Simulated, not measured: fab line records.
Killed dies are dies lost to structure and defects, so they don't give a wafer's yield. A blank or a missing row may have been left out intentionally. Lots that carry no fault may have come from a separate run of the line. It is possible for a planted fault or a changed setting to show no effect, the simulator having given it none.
fab line records + flow nand_harc
record
- lots=6
- wafers=18
- last_day=32
route steps=1302 shown A_STAIRCASE@832 END@1302
lots untouched by any fault: they come from a run of this same line in which no faults occurred
start_h: start of the lot's first displayed wafer, in hours after the record's first day + wait_h: how many hours have passed since the lot's step before this one + " the same as in the row above + L1.1+2: one row covering several wafers at once + - either no value or no given start + * or withheld: withheld + < > ~ a bound
route shown NAME@n: NAME is a module with steps in the file, n the number in the route of the first one + usual: mean/standard deviation taken from wafers without a fault + same: alike in all rows + chamber/n: place in a boat + sites: readings site by site + _std_site: the values' standard deviation + _edge_site: inner sites' mean taken away from outer sites' mean + radius_mm: how far each site lies from the wafer's centre + mask NAME#n: copy n + behind: tool/chamber where the wafer was last shaped + hold: why the lot was held/for how many hours/how that ended + device: the transistor (n, p or np) that didn't switch + end of line: the tests these same wafers got at the end of their route + a step with no rows: only its recipe + killed: at the first sort, the dies lost to defects and structure; wafer yield is something else + map: the dies of a wafer, with x for killed, . for not killed, _ for no die there
set.NAME: setting as actually run; set.NAME@STEP: the setting as run at that earlier step + model.NAME: the simulator's own value behind a step, which no gauge read
lots at some steps of the route; a table a step, a row a wafer
services: from which hour (start_h, from the record's first day; less than 0 if before it) a tool's chamber was out of use, for how many hours, and why
## steps
# step NHARC_A_STAIRCASE_HM_OPEN_463
# recipe
- o2_flow_sccm=400
- cos_flow_sccm=20
- ar_flow_sccm=0
- rf_w=500
- bias_w=300
- chemistry=O2/COS
# usual
- drypump_motor_current_A=5.7/0.56
- oes_product_au=1.002/0.0087
- rf_vpp_V=467/3.5
- showerhead_plenum_p_Torr=3.11/0.16
- throttle_valve_pct=28.331/0.01
| lot.wafer | tool        | chamber | start_h | wait_h | drypump_motor_current_A | oes_product_au | rf_hours_counter_h | rf_vpp_V | showerhead_plenum_p_Torr | throttle_valve_pct |
|-----------|-------------|---------|---------|--------|-------------------------|----------------|--------------------|----------|--------------------------|--------------------|
| L512.3    | rie_diel-12 | 3       | -       | -      | 5.7                     | 0.993          | 53                 | 470      | 3.21                     | 28.331             |
| L512.6    | "           | 2       | "       | "      | 5.1                     | 1.006          | -                  | 463      | 2.89                     | 28.316             |
| L512.5    | "           | 3       | "       | "      | 5.7                     | 0.998          | -                  | 469      | 3.21                     | 28.335             |
| L514.4    | rie_diel-13 | 3       | -       | -      | 5.4                     | 0.995          | 32                 | 469      | 3.22                     | 28.307             |
| L514.3    | "           | 0       | "       | "      | 6.2                     | 1.002          | 31                 | 467      | 3.09                     | 28.341             |
| L514.6    | "           | 2       | "       | "      | 5.3                     | 1.009          | -                  | 464      | 2.97                     | 28.327             |
| L523.2    | rie_diel-02 | 1       | -       | -      | 5.0                     | 0.996          | 46                 | 474      | 3.35                     | 28.329             |
| L523.3    | "           | 2       | "       | "      | 6.6                     | 1.001          | 48                 | 466      | 3.04                     | 28.329             |
| L523.6    | "           | 3       | "       | "      | 6.0                     | 0.997          | -                  | 464      | 3.00                     | 28.327             |
| L524.4    | rie_diel-12 | 1       | -       | -      | 6.5                     | 1.005          | 31                 | 465      | 3.06                     | 28.339             |
| L524.2    | "           | 2       | "       | "      | 5.1                     | 1.004          | 34                 | 471      | 3.35                     | 28.350             |
| L524.6    | "           | 2       | "       | "      | 5.1                     | 1.010          | -                  | 471      | 3.35                     | 28.327             |
| L527.1    | rie_diel-12 | 2       | -       | -      | 5.1                     | 1.003          | 47                 | 473      | 3.35                     | 28.347             |
| L527.5    | "           | 1       | "       | "      | 6.5                     | 1.003          | -                  | 467      | 3.06                     | 28.336             |
| L527.6    | "           | 2       | "       | "      | 5.1                     | 1.001          | -                  | 471      | 3.35                     | 28.339             |
| L528.3    | rie_diel-13 | 0       | -       | -      | 6.3                     | 0.989          | 18                 | 466      | 3.08                     | 28.322             |
| L528.1    | "           | 1       | "       | "      | 6.3                     | 1.010          | 22                 | 463      | 2.90                     | 28.325             |
| L528.2    | "           | 3       | "       | "      | 5.4                     | 1.013          | 19                 | 470      | 3.20                     | 28.321             |
# step NHARC_A_STAIRCASE_STRIP_464
# recipe
- o2_flow_sccm=400
- cos_flow_sccm=20
- ar_flow_sccm=0
- bias_w=0
- chemistry=O2/COS
# step NHARC_A_STAIRCASE_ETCH_453
# recipe
- target_depth_a=300
- overetch_a=30
- time_s=16.5
- ion_energy_ev=100
- cf4_flow_sccm=80
- o2_flow_sccm=20
- ar_flow_sccm=0
- rf_w=300
- bias_w=100
- chemistry=CF4/O2
# usual
- drypump_motor_current_A=5.7/0.58
- oes_product_au=1.003/0.0092
- rf_vpp_V=197.6/1.7
- showerhead_plenum_p_Torr=1.33/0.072
- throttle_valve_pct=13.397/0.0093
| lot.wafer | tool        | chamber | start_h | wait_h | drypump_motor_current_A | oes_product_au | rf_hours_counter_h | rf_vpp_V | showerhead_plenum_p_Torr | throttle_valve_pct |
|-----------|-------------|---------|---------|--------|-------------------------|----------------|--------------------|----------|--------------------------|--------------------|
| L512.3    | rie_diel-12 | 0       | -       | -      | 4.9                     | 0.985          | 59                 | 195.7    | 1.25                     | 13.409             |
| L512.6    | "           | 3       | "       | "      | 5.7                     | 1.002          | -                  | 198.8    | 1.37                     | 13.405             |
| L512.5    | "           | 0       | "       | "      | 4.9                     | 0.990          | -                  | 197.6    | 1.25                     | 13.407             |
| L514.3    | rie_diel-13 | 3       | -       | -      | 5.4                     | 1.001          | 32                 | 199.7    | 1.38                     | 13.394             |
| L514.4    | "           | 2       | "       | "      | 5.3                     | 0.997          | 27                 | 195.9    | 1.27                     | 13.385             |
| L514.6    | "           | 0       | "       | "      | 6.2                     | 1.000          | -                  | 196.4    | 1.32                     | 13.385             |
| L523.2    | rie_diel-02 | 2       | -       | -      | 6.5                     | 0.990          | 48                 | 197.6    | 1.30                     | 13.402             |
| L523.3    | "           | 0       | "       | "      | 5.8                     | 1.001          | 49                 | 199.4    | 1.42                     | 13.414             |
| L523.6    | "           | 2       | "       | "      | 6.6                     | 1.000          | -                  | 196.7    | 1.30                     | 13.395             |
| L524.2    | rie_diel-12 | 1       | -       | -      | 6.5                     | 1.007          | 31                 | 197.5    | 1.31                     | 13.393             |
| L524.4    | "           | 0       | "       | "      | 4.9                     | 1.008          | 35                 | 196.5    | 1.24                     | 13.395             |
| L524.6    | "           | 2       | "       | "      | 5.1                     | 1.017          | -                  | 200.5    | 1.44                     | 13.411             |
| L527.1    | rie_diel-12 | 0       | -       | -      | 4.9                     | 1.009          | 50                 | 196.0    | 1.24                     | 13.387             |
| L527.6    | "           | 0       | "       | "      | 4.9                     | 1.001          | -                  | 195.4    | 1.24                     | 13.393             |
| L527.5    | "           | 1       | "       | "      | 6.5                     | 1.004          | -                  | 197.6    | 1.31                     | 13.420             |
| L528.2    | rie_diel-13 | 1       | -       | -      | 6.3                     | 1.016          | 22                 | 195.7    | 1.24                     | 13.381             |
| L528.3    | "           | 2       | "       | "      | 5.3                     | 1.000          | 23                 | 196.2    | 1.26                     | 13.405             |
| L528.1    | "           | 0       | "       | "      | 6.2                     | 1.004          | 18                 | 196.1    | 1.32                     | 13.412             |
# step NHARC_A_STAIRCASE_ETCH_315
# recipe
- target_depth_a=25000
- time_s=607.1
- ion_energy_ev=800
- c4f8_flow_sccm=80
- o2_flow_sccm=60
- ar_flow_sccm=withheld
- rf_w=600
- bias_w=3000
- chemistry=C4F8/O2/Ar
# usual
- oes_product_au=0.933/0.0098
- rf_vpp_V=1825/13
| lot.wafer | tool        | chamber | start_h | wait_h | oes_product_au | rf_hours_counter_h | rf_vpp_V |
|-----------|-------------|---------|---------|--------|----------------|--------------------|----------|
| L512.3    | rie_diel-12 | 1       | -       | -      | 0.935          | 59                 | 1824     |
| L512.5    | "           | 3       | "       | "      | 0.925          | -                  | 1834     |
| L512.6    | "           | 0       | "       | "      | 0.925          | -                  | 1812     |
| L514.3    | rie_diel-13 | 3       | -       | -      | 0.926          | 33                 | 1837     |
| L514.4    | "           | 1       | "       | "      | 0.927          | 29                 | 1809     |
| L514.6    | "           | 2       | "       | "      | 0.931          | -                  | 1815     |
| L523.2    | rie_diel-02 | 2       | -       | -      | 0.924          | 48                 | 1821     |
| L523.3    | "           | 3       | "       | "      | 0.918          | 45                 | 1817     |
| L523.6    | "           | 2       | "       | "      | 0.924          | -                  | 1821     |
| L524.4    | rie_diel-12 | 1       | -       | -      | 0.927          | 31                 | 1820     |
| L524.2    | "           | 2       | "       | "      | 0.936          | 34                 | 1844     |
| L524.6    | "           | 1       | "       | "      | 0.925          | -                  | 1822     |
| L527.1    | rie_diel-12 | 1       | -       | -      | 0.944          | 45                 | 1822     |
| L527.5    | "           | 0       | "       | "      | 0.938          | -                  | 1809     |
| L527.6    | "           | 1       | "       | "      | 0.941          | -                  | 1821     |
| L528.1    | rie_diel-13 | 2       | -       | -      | 0.936          | 23                 | 1812     |
| L528.3    | "           | 0       | "       | "      | 0.934          | 18                 | 1822     |
| L528.2    | "           | 1       | "       | "      | 0.943          | 22                 | 1808     |
# step NHARC_A_STAIRCASE_STRIP_316
# recipe
- o2_flow_sccm=500
- ar_flow_sccm=0
- bias_w=0
- chemistry=O2
# step NHARC_A_STAIRCASE_STRIP_317
# recipe
- time_s=900
- temp_c=130
- chemistry=SPM
# step NHARC_A_STAIRCASE_PRECLEAN_318
# recipe
- time_s=*
- temp_c=50
- bath_age_min=0
- chemistry=SC1
# step NHARC_A_STAIRCASE_SRD_329
# step NHARC_A_STAIRCASE_ALD_415
# recipe
- target_thk_a=300
- pulse_time_s=6
- ald_cycles=300
- temp_c=300
- material=SiO2
# usual
- heater_power_w=475/53
- precursor_pulse_height_rel=0.999/0.02
| lot.wafer | tool      | chamber | start_h | wait_h | heater_power_w | precursor_pulse_height_rel |
|-----------|-----------|---------|---------|--------|----------------|----------------------------|
| L512.3    | ald_hk-03 | 1       | 437.43  | 0.5    | 435            | 0.964                      |
| L512.5    | "         | 3       | "       | "      | 463            | 0.966                      |
| L512.6    | "         | 0       | "       | "      | 450            | 1.021                      |
| L514.4    | ald_hk-03 | 2       | 455.28  | 0.3    | 515            | 0.997                      |
| L514.3    | "         | 0       | "       | "      | 441            | 1.015                      |
| L514.6    | "         | 1       | "       | "      | 439            | 1.021                      |
| L523.3    | ald_hk-01 | 0       | 548.53  | 0.3    | 455            | 1.010                      |
| L523.2    | "         | 1       | "       | "      | 553            | 0.992                      |
| L523.6    | "         | 3       | "       | "      | 465            | 1.000                      |
| L524.2    | ald_hk-01 | 1       | 550.55  | 0.5    | 554            | 0.990                      |
| L524.4    | "         | 2       | "       | "      | 371            | 0.996                      |
| L524.6    | "         | 1       | "       | "      | 547            | 0.968                      |
| L527.1    | ald_hk-01 | 1       | 595.32  | 0.1    | 563            | 1.029                      |
| L527.6    | "         | 1       | "       | "      | 547            | 1.025                      |
| L527.5    | "         | 2       | "       | "      | 374            | 1.046                      |
| L528.2    | ald_hk-03 | 1       | 597.02  | 0.1    | 436            | 1.022                      |
| L528.1    | "         | 2       | "       | "      | 545            | 1.000                      |
| L528.3    | "         | 3       | "       | "      | 462            | 1.008                      |
# step NHARC_A_STAIRCASE_ETCHBACK_416
# recipe
- target_depth_a=360
- time_s=7.2
- c4f8_flow_sccm=withheld
- o2_flow_sccm=8
- ar_flow_sccm=withheld
- rf_w=600
- bias_w=800
- chemistry=C4F8/O2/Ar
# usual
- oes_product_au=0.94/0.031
- rf_vpp_V=723/5.1
| lot.wafer | tool        | chamber | start_h | wait_h | oes_product_au | rf_hours_counter_h | rf_vpp_V |
|-----------|-------------|---------|---------|--------|----------------|--------------------|----------|
| L512.3    | rie_diel-02 | 1       | -       | -      | 0.91           | 15                 | 732      |
| L512.6    | "           | 0       | "       | "      | 0.91           | -                  | 731      |
| L512.5    | "           | 1       | "       | "      | 0.92           | -                  | 731      |
| L514.3    | rie_diel-13 | 2       | -       | -      | 0.93           | 29                 | 718      |
| L514.4    | "           | 3       | "       | "      | 0.93           | 34                 | 726      |
| L514.6    | "           | 0       | "       | "      | 0.93           | -                  | 723      |
| L523.3    | rie_diel-13 | 3       | -       | -      | 0.93           | 6                  | 725      |
| L523.2    | "           | 0       | "       | "      | 0.93           | 5                  | 722      |
| L523.6    | "           | 0       | "       | "      | 0.93           | -                  | 720      |
| L524.2    | rie_diel-12 | 3       | -       | -      | 0.92           | 36                 | 725      |
| L524.4    | "           | 0       | "       | "      | 0.93           | 35                 | 716      |
| L524.6    | "           | 2       | "       | "      | 0.94           | -                  | 730      |
| L527.1    | rie_diel-02 | 2       | -       | -      | 0.99           | 9                  | 722      |
| L527.6    | "           | 2       | "       | "      | 0.99           | -                  | 720      |
| L527.5    | "           | 3       | "       | "      | 0.99           | -                  | 719      |
| L528.3    | rie_diel-02 | 0       | -       | -      | 1.00           | 7                  | 730      |
| L528.2    | "           | 1       | "       | "      | 1.00           | 8                  | 731      |
| L528.1    | "           | 2       | "       | "      | 0.99           | 10                 | 720      |
# step NHARC_A_STAIRCASE_STRIP_476
# recipe
- time_s=20
- o2_flow_sccm=500
- ar_flow_sccm=0
- bias_w=0
- chemistry=O2
# step NHARC_A_STAIRCASE_DEP_417
# recipe
- target_thk_a=600
- step_coverage_pct=20
- temp_c=400
- target_thk_nm=60
- flow_sccm=200
- rf_w=450
- material=Si3N4
# usual
- heater_power_outer_w=409/69
- heater_power_w=704/130
| lot.wafer | tool     | chamber | start_h | wait_h | heater_power_outer_w | heater_power_w |
|-----------|----------|---------|---------|--------|----------------------|----------------|
| L512.3    | pecvd-01 | 1       | 440.16  | -      | 541                  | 952            |
| L512.5    | "        | 2       | "       | "      | 354                  | 655            |
| L512.6    | "        | 1       | "       | "      | 529                  | 966            |
| L514.3    | pecvd-02 | 1       | 457.36  | -      | 359                  | 679            |
| L514.4    | "        | 1       | "       | "      | 385                  | 725            |
| L514.6    | "        | 2       | "       | "      | 382                  | 647            |
| L523.3    | pecvd-04 | 2       | 550.57  | -      | -                    | -              |
| L523.2    | "        | 0       | "       | "      | -                    | -              |
| L523.6    | "        | 1       | "       | "      | -                    | -              |
| L524.2    | pecvd-02 | 0       | 553.31  | -      | -                    | -              |
| L524.4    | "        | 0       | "       | "      | -                    | -              |
| L524.6    | "        | 1       | "       | "      | -                    | -              |
| L527.1    | pecvd-04 | 2       | 597.71  | -      | 441                  | 791            |
| L527.6    | "        | 1       | "       | "      | 416                  | 687            |
| L527.5    | "        | 2       | "       | "      | 446                  | 792            |
| L528.3    | pecvd-01 | 2       | 599.49  | -      | 415                  | 729            |
| L528.2    | "        | 0       | "       | "      | 307                  | 496            |
| L528.1    | "        | 1       | "       | "      | 585                  | 989            |
# step NHARC_A_STAIRCASE_WET_418
# recipe
- temp_c=160
- target_depth_a=200
- chemistry=H3PO4
# step NHARC_END_SORT_01
# recipe
- temp_c=25
# usual
- killed_at_array=53/18
- killed_at_other=1.0/1.2
- killed_at_periphery=3.6/2.4
- killed_dies=58/18
- killed_open=3.4/1.8
- killed_short=2.3/1.5
# same
- gross_dies=677
| lot.wafer | tool      | chamber | start_h | wait_h | hold                    | killed_at_array | killed_at_other | killed_at_periphery | killed_dies | killed_open | killed_short |
|-----------|-----------|---------|---------|--------|-------------------------|-----------------|-----------------|---------------------|-------------|-------------|--------------|
| L512.3    | prober-02 | 0       | 621.00  | 3.1    | -                       | 44              | 1               | 3                   | 48          | 4           | 4            |
| L512.5    | prober-02 | 0       | 622.60  | 3.7    | -                       | 45              | 1               | 4                   | 50          | 7           | 3            |
| L512.6    | prober-02 | 0       | 623.39  | 4.0    | -                       | 43              | 1               | 5                   | 49          | 3           | 7            |
| L514.3    | prober-02 | 0       | 635.49  | 3.1    | -                       | 47              | 0               | 1                   | 48          | 0           | 4            |
| L514.4    | prober-02 | 0       | 636.29  | 3.4    | -                       | 50              | 0               | 4                   | 54          | 6           | 4            |
| L514.6    | prober-02 | 0       | 637.91  | 4.0    | -                       | 46              | 0               | 2                   | 48          | 3           | 1            |
| L523.2    | prober-01 | 0       | 733.74  | 2.8    | await_dispo/4.9h/scrap  | 673             | 1               | 3                   | 677         | 2           | 2            |
| L523.3    | prober-01 | 0       | 734.56  | 3.1    | await_dispo/4.9h/scrap  | 674             | 2               | 1                   | 677         | 1           | 0            |
| L523.6    | prober-01 | 0       | 737.01  | 4.1    | await_dispo/4.9h/scrap  | 675             | 2               | 0                   | 677         | 3           | 1            |
| L524.2    | prober-02 | 0       | 733.79  | 2.8    | await_dispo/12.9h/scrap | 674             | 2               | 1                   | 677         | 4           | 2            |
| L524.4    | prober-02 | 0       | 735.39  | 3.4    | await_dispo/12.9h/scrap | 674             | 2               | 1                   | 677         | 1           | 1            |
| L524.6    | prober-02 | 0       | 736.99  | 4.0    | await_dispo/12.9h/scrap | 674             | 1               | 2                   | 677         | 0           | 3            |
| L527.1    | prober-02 | 0       | 765.01  | 2.5    | -                       | 45              | 0               | 1                   | 46          | 0           | 2            |
| L527.5    | prober-02 | 0       | 768.17  | 3.7    | -                       | 41              | 0               | 2                   | 43          | 4           | 1            |
| L527.6    | prober-02 | 0       | 768.96  | 4.0    | -                       | 37              | 0               | 5                   | 42          | 4           | 2            |
| L528.1    | prober-02 | 0       | 776.12  | 2.5    | -                       | 45              | 3               | 3                   | 51          | 3           | 3            |
| L528.2    | prober-02 | 0       | 776.93  | 2.8    | -                       | 41              | 2               | 4                   | 47          | 1           | 3            |
| L528.3    | prober-02 | 0       | 777.73  | 3.1    | -                       | 48              | 1               | 6                   | 55          | 2           | 4            |
# killed by level:class
L512.3 A_CHANNEL_HOLE_D2:chamber_film_flake=27 A_CONTACT:chamber_film_flake=7 A_CHANNEL_HOLE_D1:chamber_film_flake=2 P_STI:geometric_particle:short=1 P_GATE:geometric_particle:open=1 P_CONTACT:geometric_particle:open=1 A_CHANNEL_HOLE_D1:geometric_particle:short=1 A_ONON_D2:geometric_particle:open=1
L512.5 A_CHANNEL_HOLE_D2:chamber_film_flake=30 A_CHANNEL_HOLE_D1:chamber_film_flake=4 A_CHANNEL_HOLE_D1:geometric_particle:open=3 A_WL_FILL:chamber_film_flake=2 A_CONTACT:chamber_film_flake=2 P_GATE:geometric_particle:open=1 P_CONTACT:geometric_particle:open=1 P_M0:geometric_particle:open=1
L512.6 A_CHANNEL_HOLE_D2:chamber_film_flake=25 A_CONTACT:chamber_film_flake=5 A_CHANNEL_HOLE_D1:chamber_film_flake=3 A_STAIRCASE:chamber_film_flake=3 P_CONTACT:geometric_particle:short=2 P_GATE:geometric_particle:open=1 P_M1:geometric_particle:short=1 A_CHANNEL_FILL_D1:geometric_particle:short=1
L514.3 A_CHANNEL_HOLE_D2:chamber_film_flake=33 A_CHANNEL_HOLE_D1:chamber_film_flake=5 A_CONTACT:chamber_film_flake=3 A_ONON_D2:geometric_particle:short=2 A_M0:geometric_particle:short=2 P_M1:chamber_film_flake=1 A_ZERO_WELL:chamber_film_flake=1 A_SGD_CUT:chamber_film_flake=1
L514.4 A_CHANNEL_HOLE_D2:chamber_film_flake=34 A_CHANNEL_FILL_D1:geometric_particle:open=2 A_CONTACT:chamber_film_flake=2 P_BONDPAD:chamber_film_flake=2 A_ZERO_WELL:chamber_film_flake=2 A_CHANNEL_HOLE_D1:chamber_film_flake=2 P_M0:geometric_particle:open=1 A_SOURCE_PLATE:geometric_particle:open=1
L514.6 A_CHANNEL_HOLE_D2:chamber_film_flake=31 A_CONTACT:chamber_film_flake=4 A_ZERO_WELL:chamber_film_flake=3 A_CHANNEL_HOLE_D1:chamber_film_flake=2 P_M0:geometric_particle:open=1 A_CHANNEL_HOLE_D1:geometric_particle:open=1 A_CHANNEL_HOLE_D1:geometric_particle:short=1 A_ONON_D2:geometric_particle:open=1
L523.2 A_STAIRCASE:area_dep=636 A_SLIT:chamber_film_flake=20 A_CHANNEL_HOLE_D1:chamber_film_flake=5 A_CHANNEL_FILL_D2:chamber_film_flake=3 P_GATE:chamber_film_flake=2 A_CHANNEL_FILL_D1:chamber_film_flake=2 A_CONTACT:chamber_film_flake=2 A_CHANNEL_HOLE_D1:geometric_particle:short=1
L524.2 A_STAIRCASE:area_dep=631 A_CHANNEL_HOLE_D2:chamber_film_flake=18 A_CHANNEL_HOLE_D1:chamber_film_flake=8 A_STAIRCASE:chamber_film_flake=4 A_DECK1_JOINT:chamber_film_flake=3 A_SLIT:chamber_film_flake=2 A_CONTACT:chamber_film_flake=2 THIN_TSV:chamber_film_flake=2
L523.3 A_STAIRCASE:area_dep=639 A_SLIT:chamber_film_flake=20 A_CHANNEL_HOLE_D1:chamber_film_flake=4 A_CHANNEL_FILL_D2:chamber_film_flake=3 A_CONTACT:chamber_film_flake=3 A_STAIRCASE:chamber_film_flake=2 THIN_TSV:chamber_film_flake=2 P_M0:geometric_particle:open=1
L524.4 A_STAIRCASE:area_dep=646 A_CHANNEL_HOLE_D2:chamber_film_flake=9 A_CHANNEL_HOLE_D1:chamber_film_flake=9 A_SLIT:chamber_film_flake=3 A_CONTACT:chamber_film_flake=3 THIN_TSV:chamber_film_flake=2 P_CONTACT:geometric_particle:short=1 A_ONON_D2:geometric_particle:open=1
L524.6 A_STAIRCASE:area_dep=640 A_CHANNEL_HOLE_D2:chamber_film_flake=16 A_CHANNEL_HOLE_D1:chamber_film_flake=5 A_SLIT:chamber_film_flake=5 A_DECK1_JOINT:chamber_film_flake=2 P_M2:geometric_particle:short=1 A_CHANNEL_HOLE_D2:geometric_particle:short=1 A_WL_FILL:geometric_particle:short=1
L523.6 A_STAIRCASE:area_dep=643 A_SLIT:chamber_film_flake=13 A_CHANNEL_HOLE_D1:chamber_film_flake=5 A_CHANNEL_FILL_D2:chamber_film_flake=5 A_CONTACT:chamber_film_flake=3 THIN_TSV:chamber_film_flake=2 A_CHANNEL_HOLE_D2:geometric_particle:open=1 A_CHANNEL_FILL_D2:geometric_particle:open=1
L527.1 A_CHANNEL_HOLE_D2:chamber_film_flake=19 A_CHANNEL_HOLE_D1:chamber_film_flake=10 A_SLIT:chamber_film_flake=5 A_CONTACT:chamber_film_flake=5 A_ZERO_WELL:chamber_film_flake=2 A_BLC:chamber_film_flake=2 A_CHANNEL_FILL_D2:geometric_particle:short=1 A_BLC:geometric_particle:short=1
L527.5 A_CHANNEL_HOLE_D2:chamber_film_flake=14 A_CHANNEL_HOLE_D1:chamber_film_flake=9 A_BLC:chamber_film_flake=5 A_CONTACT:chamber_film_flake=4 A_STAIRCASE:chamber_film_flake=2 A_SLIT:chamber_film_flake=2 P_M0:geometric_particle:open=1 A_ONON_D1:geometric_particle:open=1
L527.6 A_CHANNEL_HOLE_D2:chamber_film_flake=14 A_CONTACT:chamber_film_flake=8 A_CHANNEL_HOLE_D1:chamber_film_flake=5 A_SLIT:chamber_film_flake=5 P_GATE:chamber_film_flake=3 P_M0:geometric_particle:open=1 P_M0:geometric_particle:short=1 A_CHANNEL_FILL_D1:geometric_particle:short=1
L528.1 A_SLIT:chamber_film_flake=19 A_CHANNEL_HOLE_D1:chamber_film_flake=7 A_CONTACT:chamber_film_flake=7 A_M1:chamber_film_flake=4 THIN_TSV:chamber_film_flake=3 A_CHANNEL_FILL_D2:geometric_particle:short=2 P_CONTACT:geometric_particle:open=1 A_ONON_D1:geometric_particle:open=1
L528.2 A_SLIT:chamber_film_flake=16 A_CONTACT:chamber_film_flake=8 A_CHANNEL_HOLE_D1:chamber_film_flake=5 A_M1:chamber_film_flake=4 A_STAIRCASE:chamber_film_flake=3 A_CHANNEL_FILL_D2:geometric_particle:short=2 THIN_TSV:chamber_film_flake=2 P_GATE:geometric_particle:open=1
L528.3 A_SLIT:chamber_film_flake=21 A_CONTACT:chamber_film_flake=10 A_CHANNEL_HOLE_D1:chamber_film_flake=6 A_M1:chamber_film_flake=4 P_GATE:chamber_film_flake=3 P_M0:geometric_particle:open=2 P_M0:geometric_particle:short=1 A_ONON_D1:geometric_particle:short=1
# map L523.2 (x killed, . not)
____________x____________
_________xxxxxxx_________
_______xxxxxxxxxxx_______
______xxxxxxxxxxxxx______
_____xxxxxxxxxxxxxxx_____
____xxxxxxxxxxxxxxxxx____
____xxxxxxxxxxxxxxxxx____
___xxxxxxxxxxxxxxxxxxx___
___xxxxxxxxxxxxxxxxxxx___
__xxxxxxxxxxxxxxxxxxxxx__
__xxxxxxxxxxxxxxxxxxxxx__
_xxxxxxxxxxxxxxxxxxxxxxx_
_xxxxxxxxxxxxxxxxxxxxxxx_
_xxxxxxxxxxxxxxxxxxxxxxx_
_xxxxxxxxxxxxxxxxxxxxxxx_
_xxxxxxxxxxxxxxxxxxxxxxx_
xxxxxxxxxxxxxxxxxxxxxxxxx
xxxxxxxxxxxxxxxxxxxxxxxxx
xxxxxxxxxxxxxxxxxxxxxxxxx
xxxxxxxxxxxxxxxxxxxxxxxxx
xxxxxxxxxxxxxxxxxxxxxxxxx
_xxxxxxxxxxxxxxxxxxxxxxx_
_xxxxxxxxxxxxxxxxxxxxxxx_
_xxxxxxxxxxxxxxxxxxxxxxx_
_xxxxxxxxxxxxxxxxxxxxxxx_
_xxxxxxxxxxxxxxxxxxxxxxx_
__xxxxxxxxxxxxxxxxxxxxx__
__xxxxxxxxxxxxxxxxxxxxx__
___xxxxxxxxxxxxxxxxxxx___
___xxxxxxxxxxxxxxxxxxx___
____xxxxxxxxxxxxxxxxx____
____xxxxxxxxxxxxxxxxx____
_____xxxxxxxxxxxxxxx_____
______xxxxxxxxxxxxx______
_______xxxxxxxxxxx_______
_________xxxxxxx_________
____________x____________
# map L524.2 (x killed, . not)
____________x____________
_________xxxxxxx_________
_______xxxxxxxxxxx_______
______xxxxxxxxxxxxx______
_____xxxxxxxxxxxxxxx_____
____xxxxxxxxxxxxxxxxx____
____xxxxxxxxxxxxxxxxx____
___xxxxxxxxxxxxxxxxxxx___
___xxxxxxxxxxxxxxxxxxx___
__xxxxxxxxxxxxxxxxxxxxx__
__xxxxxxxxxxxxxxxxxxxxx__
_xxxxxxxxxxxxxxxxxxxxxxx_
_xxxxxxxxxxxxxxxxxxxxxxx_
_xxxxxxxxxxxxxxxxxxxxxxx_
_xxxxxxxxxxxxxxxxxxxxxxx_
_xxxxxxxxxxxxxxxxxxxxxxx_
xxxxxxxxxxxxxxxxxxxxxxxxx
xxxxxxxxxxxxxxxxxxxxxxxxx
xxxxxxxxxxxxxxxxxxxxxxxxx
xxxxxxxxxxxxxxxxxxxxxxxxx
xxxxxxxxxxxxxxxxxxxxxxxxx
_xxxxxxxxxxxxxxxxxxxxxxx_
_xxxxxxxxxxxxxxxxxxxxxxx_
_xxxxxxxxxxxxxxxxxxxxxxx_
_xxxxxxxxxxxxxxxxxxxxxxx_
_xxxxxxxxxxxxxxxxxxxxxxx_
__xxxxxxxxxxxxxxxxxxxxx__
__xxxxxxxxxxxxxxxxxxxxx__
___xxxxxxxxxxxxxxxxxxx___
___xxxxxxxxxxxxxxxxxxx___
____xxxxxxxxxxxxxxxxx____
____xxxxxxxxxxxxxxxxx____
_____xxxxxxxxxxxxxxx_____
______xxxxxxxxxxxxx______
_______xxxxxxxxxxx_______
_________xxxxxxx_________
____________x____________
## services
| tool        | chamber | start_h | hours | kind       |
|-------------|---------|---------|-------|------------|
| rie_diel-13 | -       | 423.11  | 5.7   | repair     |
| rie_diel-02 | 0       | 424.08  | 12.3  | repair     |
| rie_diel-12 | 0       | 424.84  | -     | clean      |
| rie_diel-12 | 1       | 424.84  | -     | clean      |
| rie_diel-12 | 2       | 424.84  | -     | clean      |
| rie_diel-12 | 3       | 424.84  | -     | clean      |
| pecvd-01    | -       | 429.33  | 1.6   | repair     |
| rie_diel-02 | 3       | 434.93  | 28.6  | repair     |
| rie_diel-12 | -       | 445.82  | 9.0   | pm         |
| rie_diel-12 | 0       | 445.82  | 15.1  | vent_cycle |
| pecvd-04    | -       | 450.00  | 13.0  | pm         |
| rie_diel-12 | 1       | 469.74  | 9.5   | repair     |
| ald_hk-01   | -       | 475.13  | 10.0  | pm         |
| rie_diel-13 | 0       | 475.54  | 6.6   | repair     |
| pecvd-04    | 2       | 488.03  | 5.4   | repair     |
| pecvd-01    | -       | 492.00  | 13.0  | pm         |
| ald_hk-03   | -       | 495.56  | 1.2   | repair     |
| rie_diel-13 | 3       | 499.83  | 6.7   | repair     |
| pecvd-02    | -       | 505.33  | 0.4   | repair     |
| rie_diel-13 | -       | 521.79  | 9.0   | pm         |
| rie_diel-02 | 2       | 547.77  | 7.8   | repair     |
| rie_diel-02 | -       | 571.46  | 9.0   | pm         |
| pecvd-02    | -       | 589.50  | 13.0  | pm         |
| pecvd-04    | 0       | 592.27  | 8.6   | repair     |
## key
first_sign
- step=NHARC_A_STAIRCASE_DEP_417
- reading=tool_record
- direction=missing
effect
- step=NHARC_END_SORT_01
- reading=killed_at_array
- direction=up
- sigmas=35
- usual=53
- struck=674
more_kills_born_at
- NHARC_A_STAIRCASE_DEP_417@pecvd-04=1918
- NHARC_A_STAIRCASE_DEP_417@pecvd-02=1917
met_at NHARC_A_STAIRCASE_DEP_417
struck_wafers L523.2,L523.3,L523.6,L524.2,L524.4,L524.6
later_rows_left_out L523.2,L523.3,L523.6,L524.2,L524.4,L524.6
tester_left_out L523,L524
onset_between 457.36 550.57
fault
- kind=skipped_step_whole
- tool=pecvd-02,pecvd-04
- chamber=-
- onset_h=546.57
- steps=NHARC_A_STAIRCASE_DEP_417
- scope=struck_lots_only
# tester_left_out: of these lots the tester's yield and bins aren't shown, on N5 and GAA mostly nor the transistor test; their killed dies are dies lost to structure and defects alone, not to doping, threshold or leakage, so they don't give the yield
# later_rows_left_out: the simulator's readings of these wafers behind a module that went badly wrong aren't trusted and aren't shown, but for the sort
